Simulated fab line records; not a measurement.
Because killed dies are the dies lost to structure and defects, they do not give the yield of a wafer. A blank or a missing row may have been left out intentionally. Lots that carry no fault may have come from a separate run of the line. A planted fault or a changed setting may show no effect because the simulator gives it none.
Chamber matching :: flow n5 finfet :: N5_BEOL_M7_PECVD_70 on pecvd-02 has 3 sister chambers
The step deposits SiO2 from TEOS/O2, target thk 20 nm, time 22.7 s. 3 wafers are shown with their chamber, then 9 later ones without.

## WAFERS, EACH WITH ITS CHAMBER
wafer: L091.3
chamber: 1
showerhead plenum p Torr (Torr): 8.87

wafer: L091.4
chamber: 0
showerhead plenum p Torr (Torr): 8.68

wafer: L091.6
chamber: 2
showerhead plenum p Torr (Torr): 8.69

## WAFERS WHOSE CHAMBER IS MISSING
wafer: L095.1
showerhead plenum p Torr (Torr): 8.87

wafer: L095.2
showerhead plenum p Torr (Torr): 8.69

wafer: L095.3
showerhead plenum p Torr (Torr): 8.70

wafer: L094.1
showerhead plenum p Torr (Torr): 8.68

wafer: L094.2
showerhead plenum p Torr (Torr): 8.86

wafer: L094.3
showerhead plenum p Torr (Torr): 8.72

wafer: L097.1
showerhead plenum p Torr (Torr): 8.67

wafer: L097.3
showerhead plenum p Torr (Torr): 8.69

wafer: L097.6
showerhead plenum p Torr (Torr): 8.86

## EACH ONE'S CHAMBER
wafer: L095.1
from the rows above: 1
in truth: 1

wafer: L095.2
from the rows above: can't be placed: 2 or 0
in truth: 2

wafer: L095.3
from the rows above: can't be placed: 2 or 0
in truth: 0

wafer: L094.1
from the rows above: can't be placed: 0 or 2
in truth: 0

wafer: L094.2
from the rows above: 1
in truth: 1

wafer: L094.3
from the rows above: can't be placed: 2 or 0
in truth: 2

wafer: L097.1
from the rows above: can't be placed: 0 or 2
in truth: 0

wafer: L097.3
from the rows above: can't be placed: 2 or 0
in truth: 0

wafer: L097.6
from the rows above: 1
in truth: 1
Placed correctly: 3 of 9. Can't be placed from these rows: 6 (the true chamber is among the candidates in 6). 0 placed wrongly.
How it was worked out, from the rows above alone: a wafer's distance from a chamber is the root of the sum, over the readings, of the square of ((its reading less the chamber's mean) divided by the reading's scatter). The wafer belongs to the nearest chamber; if the next one is less than 2 further off, it can't be placed. The mean given for a chamber averages the wafers shown for that chamber. The scatter (one wafer shown for each chamber): square how far every hidden wafer sits from the nearest shown wafer, average those squares and take the square root.
